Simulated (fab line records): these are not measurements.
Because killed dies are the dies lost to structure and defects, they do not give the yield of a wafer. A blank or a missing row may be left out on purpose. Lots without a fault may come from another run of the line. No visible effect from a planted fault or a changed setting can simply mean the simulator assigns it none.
fab line records	flow n5-finfet	part 1 of 2: steps 1 to 3 of 6
record: lots: 23	wafers: 69	last-day: 18
route steps=1938 shown BEOL_M11@1599 BEOL_M12@1615 BEOL_M13@1694
lots with no fault: from the same line, run without faults
start-h: hours from the record's opening day to when the first of the lot's shown wafers began	wait-h: hours elapsed since this lot's preceding step	" same as the row above	L1.1+2: one row covering several wafers at once	- no value present, or no start provided	* or withheld: withheld	< > ~ a bound
route shown NAME@n: names a module that has steps shown in the file, with the first one's number in the route	usual: average and standard deviation across the fault-free wafers	same: alike in all rows	chamber/n: place in a boat	sites: per-site readings	_std_site: how widely they spread, as a standard deviation	_edge_site: inner sites' mean taken away from outer sites' mean	radius-mm: how far each site lies from the wafer's centre	mask NAME#n: copy n	behind: the last tool/chamber to shape the wafer	hold: why the lot was held/for how many hours/how that ended	device: whichever transistor did not switch (one of n, p or np)	end of line: the same wafers' tests at the end of the route	step lacking rows: just its recipe	killed: the dies lost at the first sort to structure and to defects; this is not the yield of the wafer	map: a wafer's dies, x killed, . not, _ none there
set.NAME: the setting as run; set.NAME@STEP: as run at that earlier step	model.NAME: the simulator's own value behind a step, which no gauge read
one table for each step of the route and one row for each wafer, over a sample of lots
services: the hour from which a tool's chamber was out of use, counted from the record's first day as start-h (under 0 if before that day), plus the number of hours and why
== steps ==
step: N5_BEOL_M11_DEP_56
recipe: material: SiCN	target-thk-a: 300	temp-c: withheld	precursor: 3MS/NH3	pressure-torr: 3	rf-w: 675	time-s: 10.5
usual: chamber-pressure-Torr: 2.999/0.0072	showerhead-plenum-p-Torr: 4.169/0.028	throttle-valve-pct: 17.8/0.84
lot.wafer	tool	chamber	start-h	wait-h	chamber-pressure-Torr	showerhead-plenum-p-Torr	throttle-valve-pct
L074.1	pecvd-04	2	229.33	0.0	3.012	4.153	16.1
L074.2	"	1	"	"	3.012	4.223	18.2
L074.3	"	0	"	"	2.992	4.149	17.8
L077.3	pecvd-04	2	239.11	0.0	2.997	4.158	16.2
L077.4	"	0	"	"	2.999	4.160	17.9
L077.6	"	2	"	"	3.005	4.156	16.0
L076.3	pecvd-04	0	242.34	0.0	3.005	4.153	17.7
L076.4	"	0	"	"	3.002	4.145	17.9
L076.6	"	2	"	"	2.988	4.158	16.0
L075.3	pecvd-03	1	247.36	0.0	3.003	4.128	18.8
L075.4	"	2	"	"	3.008	4.158	17.3
L075.6	"	0	"	"	3.000	4.189	18.2
L078.2	pecvd-04	0	252.53	0.0	2.989	4.144	17.9
L078.4	"	0	"	"	2.989	4.150	18.1
L078.5	"	2	"	"	3.005	4.169	16.3
L079.3	pecvd-04	0	257.37	0.0	2.998	4.151	18.2
L079.4	"	2	"	"	2.992	4.159	16.4
L079.6	"	0	"	"	3.005	4.147	17.8
L080.1	pecvd-03	0	262.35	0.0	3.001	4.194	17.9
L080.4	"	0	"	"	2.997	4.184	18.1
L080.6	"	1	"	"	2.986	4.141	19.1
L081.1	pecvd-03	1	264.75	0.0	3.004	4.128	18.9
L081.2	"	2	"	"	2.995	4.165	17.3
L081.5	"	1	"	"	3.005	4.137	18.7
L082.1	pecvd-01	0	273.56	0.0	3.001	4.141	17.9
L082.4	"	1	"	"	2.996	4.207	19.5
L082.5	"	2	"	"	3.000	4.175	17.0
L085.2	pecvd-03	1	291.76	0.0	2.995	4.147	19.3
L085.4	"	2	"	"	3.009	4.158	17.4
L085.6	"	1	"	"	2.986	4.139	18.9
L088.2	pecvd-03	0	311.48	0.0	3.002	4.200	17.8
L088.5	"	2	"	"	3.004	4.156	17.6
L088.6	"	1	"	"	2.997	4.133	19.0
L087.1	pecvd-01	0	315.14	0.0	3.013	4.131	18.2
L087.2	"	2	"	"	3.007	4.185	17.1
L087.6	"	2	"	"	2.999	4.175	17.0
L086.1	pecvd-03	0	315.33	0.0	2.995	4.190	17.9
L086.2	"	1	"	"	3.000	4.142	18.8
L086.4	"	0	"	"	3.008	4.181	17.9
L084.1	pecvd-01	2	315.36	0.0	3.006	4.177	16.8
L084.5	"	0	"	"	2.990	4.132	18.1
L084.6	"	2	"	"	3.001	4.176	17.0
L090.2	pecvd-03	2	316.05	0.0	3.006	4.174	17.6
L090.3	"	0	"	"	3.001	4.186	17.9
L090.4	"	0	"	"	3.004	4.190	18.0
L089.3	pecvd-03	0	316.83	0.0	2.995	4.191	17.9
L089.4	"	1	"	"	3.008	4.132	18.9
L089.5	"	2	"	"	2.989	4.160	17.7
L091.1	pecvd-03	1	332.13	0.0	2.996	4.134	19.1
L091.3	"	2	"	"	3.003	4.166	17.5
L091.4	"	2	"	"	3.000	4.167	17.5
L092.2	pecvd-01	1	341.11	0.0	2.997	4.203	19.1
L092.5	"	1	"	"	3.006	4.197	19.6
L092.6	"	0	"	"	2.993	4.125	18.1
L093.1	pecvd-01	0	355.31	0.0	3.004	4.137	18.0
L093.2	"	2	"	"	3.000	4.174	17.0
L093.3	"	1	"	"	2.998	4.202	19.5
L094.4	pecvd-01	2	356.16	0.0	3.002	4.184	17.1
L094.5	"	0	"	"	3.003	4.138	18.1
L094.6	"	1	"	"	3.003	4.204	19.2
L096.1	pecvd-03	2	358.99	0.0	3.001	4.175	17.9
L096.2	"	1	"	"	2.988	4.131	18.6
L096.4	"	0	"	"	2.992	4.186	18.0
L095.2	pecvd-04	1	359.44	0.0	3.007	4.217	18.2
L095.4	"	0	"	"	3.005	4.154	17.9
L095.5	"	1	"	"	3.008	4.232	17.8
L097.4	pecvd-04	0	381.68	0.0	2.994	4.152	18.2
L097.5	"	1	"	"	2.996	4.226	17.9
L097.6	"	2	"	"	2.986	4.165	16.6
step: N5_BEOL_M12_DESCUM_15
recipe: chemistry: O2	time-s: 7.9	source-power-w: 50	bias-power-w: 20	pressure-mtorr: 20	rf-frequency-hz: 2.712e+07	temp-c: 40	o2-flow-sccm: 225
usual: drypump-motor-current-A: 5.4/0.37	o2-flow-sccm: 225.0/0.71	oes-product-au: 0.77/0.088	rf-vpp-V: 243.0/1.5	showerhead-plenum-p-Torr: 2.08/0.087	throttle-valve-pct: 20.35/0.14
lot.wafer	tool	chamber	start-h	wait-h	drypump-motor-current-A	o2-flow-sccm	oes-product-au	rf-hours-counter-h	rf-vpp-V	showerhead-plenum-p-Torr	throttle-valve-pct
L074.1	rie-diel-02	2	230.99	1.0	5.9	225.2	0.69	217	244.8	2.14	20.47
L074.2	"	0	"	"	5.7	225.0	0.69	218	241.0	1.98	20.44
L074.3	"	1	"	"	5.0	225.0	0.84	52	244.2	2.14	20.26
L077.3	rie-diel-02	2	240.34	0.5	5.9	225.6	0.69	222	243.8	2.14	20.49
L077.4	"	1	"	"	5.0	225.0	0.84	57	243.3	2.14	20.27
L077.6	"	2	"	"	6.0	224.8	0.69	-	244.4	2.14	20.48
L076.3	rie-diel-04	1	243.11	0.0	5.3	224.6	0.70	234	244.8	2.14	20.59
L076.4	"	0	"	"	5.9	224.2	0.68	215	242.8	1.97	20.52
L076.6	"	3	"	"	5.6	224.3	0.69	-	241.9	1.97	20.31
L075.3	rie-diel-04	1	248.37	0.3	5.3	225.1	0.69	236	245.4	2.14	20.60
L075.4	"	2	"	"	4.8	224.8	0.85	63	242.8	2.04	20.41
L075.6	"	3	"	"	5.7	225.2	0.68	-	240.3	1.96	20.31
L078.2	rie-diel-02	0	253.18	0.0	5.6	223.7	0.68	228	242.7	1.98	20.48
L078.4	"	1	"	"	5.0	224.2	0.82	62	243.7	2.14	20.28
L078.5	"	3	"	"	5.4	225.2	0.87	-	243.0	2.11	20.31
L079.3	rie-diel-05	1	258.02	0.0	5.6	225.7	0.73	214	242.2	1.96	20.39
L079.4	"	2	"	"	5.9	224.1	0.69	223	244.0	2.17	20.46
L079.6	"	0	"	"	5.0	224.6	0.77	-	243.5	2.11	20.05
L080.1	rie-diel-05	3	263.00	0.0	5.7	224.8	0.85	44	243.4	2.20	20.20
L080.4	"	1	"	"	5.5	225.1	0.71	216	240.5	1.96	20.42
L080.6	"	3	"	"	5.7	223.5	0.84	-	244.9	2.20	20.20
L081.1	rie-diel-02	2	265.40	0.0	5.9	224.6	0.69	231	244.4	2.14	20.50
L081.2	"	1	"	"	5.0	225.1	0.83	64	243.7	2.14	20.27
L081.5	"	1	"	"	5.0	224.4	0.82	-	244.7	2.14	20.28
L082.1	rie-diel-05	0	274.36	0.1	5.0	225.4	0.77	105	243.6	2.11	20.05
L082.4	"	3	"	"	5.7	225.7	0.84	49	244.8	2.20	20.23
L082.5	"	1	"	"	5.5	225.3	0.72	-	243.0	1.96	20.41
L085.2	rie-diel-04	3	292.53	0.0	5.6	224.4	0.68	233	241.3	1.96	20.34
L085.4	"	3	"	"	5.6	224.9	0.67	-	241.8	1.96	20.35
L085.6	"	0	"	"	5.9	224.7	0.67	-	242.4	1.96	20.56
L088.2	rie-diel-05	0	312.23	0.1	4.9	225.7	0.76	121	243.8	2.10	20.08
L088.5	"	0	"	"	5.0	225.7	0.75	-	242.8	2.10	20.09
L088.6	"	3	"	"	5.7	226.0	0.83	-	246.8	2.19	20.24
L087.1	rie-diel-04	1	315.93	0.0	5.3	226.2	0.97	2	243.4	2.14	20.31
L087.2	"	2	"	"	4.8	225.9	0.81	88	242.2	2.04	20.42
L087.6	"	0	"	"	5.9	224.2	0.66	-	241.5	1.96	20.56
L086.1	rie-diel-02	2	316.10	0.0	5.9	225.1	0.68	248	243.6	2.13	20.54
L086.2	"	1	"	"	5.0	225.2	0.81	82	243.9	2.13	20.32
L086.4	"	1	"	"	4.9	225.0	0.80	-	243.1	2.13	20.32
L084.1	rie-diel-04	1	316.19	0.1	5.3	224.8	0.97	3	243.7	2.14	20.31
L084.5	"	0	"	"	5.8	225.1	0.67	-	239.7	1.96	20.54
L084.6	"	1	"	"	5.3	225.5	0.97	-	244.2	2.14	20.30
L090.2	rie-diel-04	2	316.82	0.0	4.8	225.1	0.82	89	243.7	2.04	20.42
L090.3	"	1	"	"	5.3	225.5	0.97	3	244.1	2.14	20.29
L090.4	"	0	"	"	5.9	226.4	0.67	242	242.5	1.96	20.55
L089.3	rie-diel-02	2	317.66	0.2	5.9	224.2	0.68	249	243.9	2.13	20.53
L089.4	"	0	"	"	5.7	225.1	0.67	-	242.8	1.97	20.50
L089.5	"	2	"	"	5.9	224.8	0.69	-	242.9	2.13	20.53
L091.1	rie-diel-02	3	332.90	0.2	5.4	225.0	0.84	86	243.6	2.11	20.33
L091.3	"	1	"	"	5.0	225.3	0.80	91	241.2	2.13	20.34
L091.4	"	3	"	"	5.4	225.5	0.84	-	242.5	2.11	20.32
L092.2	rie-diel-05	3	341.89	0.0	5.7	224.2	0.81	75	242.9	2.19	20.25
L092.5	"	0	"	"	4.9	224.9	0.74	-	243.7	2.10	20.11
L092.6	"	1	"	"	5.5	225.7	0.70	-	242.2	1.95	20.44
L093.1	rie-diel-02	1	356.09	0.0	5.0	225.0	0.79	101	242.9	2.12	20.35
L093.2	"	3	"	"	5.4	225.4	0.82	96	243.7	2.10	20.33
L093.3	"	0	"	"	5.7	225.3	0.67	267	242.0	1.96	20.51
L094.4	rie-diel-05	3	356.81	0.0	5.7	224.3	0.80	-	244.4	2.18	20.25
L094.5	"	1	"	"	5.5	225.6	0.69	-	241.0	1.95	20.49
L094.6	"	0	"	"	5.0	226.8	0.74	-	243.6	2.09	20.11
L096.1	rie-diel-04	1	359.88	0.0	5.3	225.0	0.91	21	244.5	2.13	20.34
L096.2	"	2	"	"	4.8	225.7	0.80	106	242.3	2.03	20.44
L096.4	"	1	"	"	5.3	224.9	0.91	-	244.2	2.13	20.32
L095.2	rie-diel-05	3	360.21	0.0	5.7	223.8	0.80	83	243.9	2.18	20.27
L095.4	"	0	"	"	4.9	224.5	0.73	-	244.4	2.09	20.12
L095.5	"	1	"	"	5.5	223.6	0.69	-	241.1	1.95	20.46
L097.4	rie-diel-05	2	382.47	0.1	5.9	225.2	0.96	-	244.4	2.16	20.19
L097.5	"	3	"	"	5.7	225.3	0.80	-	243.1	2.18	20.28
L097.6	"	0	"	"	5.0	225.7	0.73	-	243.3	2.09	20.12
step: N5_BEOL_M12_ETCH_67
recipe: chemistry: CF4	target: SiARC	target-depth-a: 1430	time-s: 238.3	ion-energy-ev: 80	pressure-mtorr: 40	source-w: 545	bias-w: 36	Ar_flow_sccm: 100	cf4-flow-sccm: 100	ends: cleared
usual: drypump-motor-current-A: 5.4/0.37	etch-rf-on-time-s: 242/4.4	oes-product-au: 0.64/0.07	rf-vpp-V: 184.0/1.3	showerhead-plenum-p-Torr: 2.14/0.081	throttle-valve-pct: 15.64/0.19
lot.wafer	tool	chamber	start-h	wait-h	drypump-motor-current-A	etch-rf-on-time-s	oes-product-au	rf-hours-counter-h	rf-vpp-V	showerhead-plenum-p-Torr	throttle-valve-pct
L074.1	rie-diel-02	0	232.71	0.0	5.6	245	0.59	219	182.7	2.04	15.68
L074.2	"	1	"	"	5.0	237	0.72	53	184.9	2.18	15.36
L074.3	"	2	"	"	5.9	234	0.61	218	186.1	2.20	15.84
L077.3	rie-diel-02	0	241.98	0.0	5.7	245	0.59	223	183.6	2.03	15.69
L077.4	"	3	"	"	5.4	237	0.73	60	185.1	2.18	15.58
L077.6	"	3	"	"	5.4	238	0.73	-	185.2	2.18	15.58
L076.3	rie-diel-05	3	244.40	0.0	5.7	244	0.73	37	185.7	2.26	15.44
L076.4	"	0	"	"	4.9	240	0.67	94	184.0	2.16	15.31
L076.6	"	3	"	"	5.7	247	0.72	-	185.2	2.26	15.45
L075.3	rie-diel-02	0	249.77	0.0	5.7	249	0.58	227	183.7	2.03	15.70
L075.4	"	3	"	"	5.3	243	0.73	63	183.9	2.18	15.58
L075.6	"	1	"	"	5.0	242	0.70	-	184.3	2.18	15.38
L078.2	rie-diel-04	1	254.25	0.0	5.3	238	0.58	239	184.3	2.20	15.91
L078.4	"	0	"	"	5.9	244	0.58	220	183.9	2.04	15.88
L078.5	"	1	"	"	5.3	239	0.59	-	184.1	2.20	15.93
L079.3	rie-diel-05	3	259.09	0.0	5.7	248	0.72	43	183.7	2.26	15.45
L079.4	"	0	"	"	5.0	242	0.65	99	184.5	2.16	15.31
L079.6	"	0	"	"	5.0	242	0.66	-	184.7	2.16	15.32
L080.1	rie-diel-04	0	264.07	0.0	5.9	241	0.58	222	182.4	2.04	15.88
L080.4	"	3	"	"	5.6	245	0.57	220	181.7	2.03	15.71
L080.6	"	1	"	"	5.3	240	0.59	-	186.3	2.20	15.92
L081.1	rie-diel-02	3	267.13	0.0	5.4	238	0.72	69	185.1	2.18	15.62
L081.2	"	2	"	"	5.9	236	0.59	232	185.2	2.20	15.87
L081.5	"	0	"	"	5.7	242	0.58	-	182.3	2.03	15.73
L082.1	rie-diel-04	0	275.43	0.0	5.8	241	0.58	225	182.4	2.04	15.87
L082.4	"	2	"	"	4.8	239	0.71	73	182.8	2.08	15.53
L082.5	"	3	"	"	5.6	247	0.57	-	182.0	2.03	15.72
L085.2	rie-diel-05	3	293.59	0.0	5.7	250	0.70	57	185.1	2.26	15.47
L085.4	"	1	"	"	5.6	248	0.59	228	183.2	2.05	15.86
L085.6	"	0	"	"	4.9	241	0.65	-	184.4	2.15	15.34
L088.2	rie-diel-05	0	313.30	0.0	4.9	241	0.64	121	183.1	2.15	15.34
L088.5	"	1	"	"	5.5	246	0.59	-	180.7	2.04	15.88
L088.6	"	2	"	"	5.9	241	0.58	-	184.5	2.20	15.68
L087.1	rie-diel-05	2	316.87	0.0	5.9	240	0.58	244	185.3	2.20	15.69
L087.2	"	3	"	"	5.7	249	0.69	66	185.2	2.25	15.50
L087.6	"	3	"	"	5.7	248	0.69	-	185.5	2.25	15.51
L086.1	rie-diel-04	1	317.17	0.0	5.3	233	0.83	3	184.3	2.20	15.48
L086.2	"	3	"	"	5.6	245	0.57	242	183.0	2.02	15.76
L086.4	"	2	"	"	4.8	240	0.69	89	183.6	2.08	15.57
L084.1	rie-diel-02	2	317.21	0.0	5.9	234	0.59	248	184.9	2.19	15.93
L084.5	"	0	"	"	5.7	244	0.58	-	183.4	2.03	15.77
L084.6	"	2	"	"	5.9	233	0.59	-	184.5	2.19	15.90
L090.2	rie-diel-02	2	317.96	0.0	5.9	233	0.59	249	185.5	2.19	15.91
L090.3	"	1	"	"	5.0	237	0.68	83	185.8	2.17	15.42
L090.4	"	1	"	"	4.9	238	0.69	-	182.6	2.17	15.43
L089.3	rie-diel-05	2	318.60	0.0	5.9	242	0.58	244	183.6	2.20	15.67
L089.4	"	3	"	"	5.7	252	0.68	67	186.2	2.25	15.50
L089.5	"	1	"	"	5.5	249	0.59	-	182.1	2.04	15.85
L091.1	rie-diel-04	1	334.02	0.0	5.3	235	0.79	11	182.7	2.19	15.48
L091.3	"	3	"	"	5.6	248	0.56	250	180.9	2.02	15.77
L091.4	"	0	"	"	5.9	246	0.56	248	183.0	2.03	15.94
L092.2	rie-diel-02	0	343.13	0.0	5.6	244	0.57	261	182.0	2.02	15.77
L092.5	"	0	"	"	5.7	244	0.57	-	181.6	2.02	15.79
L092.6	"	3	"	"	5.4	241	0.70	-	184.5	2.17	15.65
L093.1	rie-diel-04	2	357.15	0.0	4.8	241	0.67	104	182.5	2.07	15.59
L093.2	"	3	"	"	5.6	245	0.56	256	181.9	2.02	15.78
L093.3	"	1	"	"	5.3	234	0.78	19	184.4	2.19	15.51
L094.4	rie-diel-02	3	357.81	0.1	5.4	242	0.69	-	184.6	2.17	15.65
L094.5	"	0	"	"	5.6	247	0.56	-	182.2	2.02	15.79
L094.6	"	1	"	"	4.9	241	0.66	-	184.4	2.17	15.45
L096.1	rie-diel-05	1	360.95	0.0	5.5	249	0.58	253	183.4	2.04	15.90
L096.2	"	3	"	"	5.7	247	0.67	83	186.0	2.25	15.54
L096.4	"	3	"	"	5.7	248	0.68	-	184.5	2.25	15.52
L095.2	rie-diel-02	1	361.17	0.0	4.9	238	0.66	105	184.4	2.17	15.48
L095.4	"	0	"	"	5.6	247	0.56	-	180.9	2.02	15.79
L095.5	"	3	"	"	5.4	245	0.68	-	183.3	2.17	15.66
L097.4	rie-diel-04	0	383.54	0.0	5.9	235	0.79	13	187.0	2.28	15.42
L097.5	"	0	"	"	5.8	235	0.79	-	186.0	2.28	15.41
L097.6	"	3	"	"	5.6	244	0.83	-	186.8	2.28	15.29
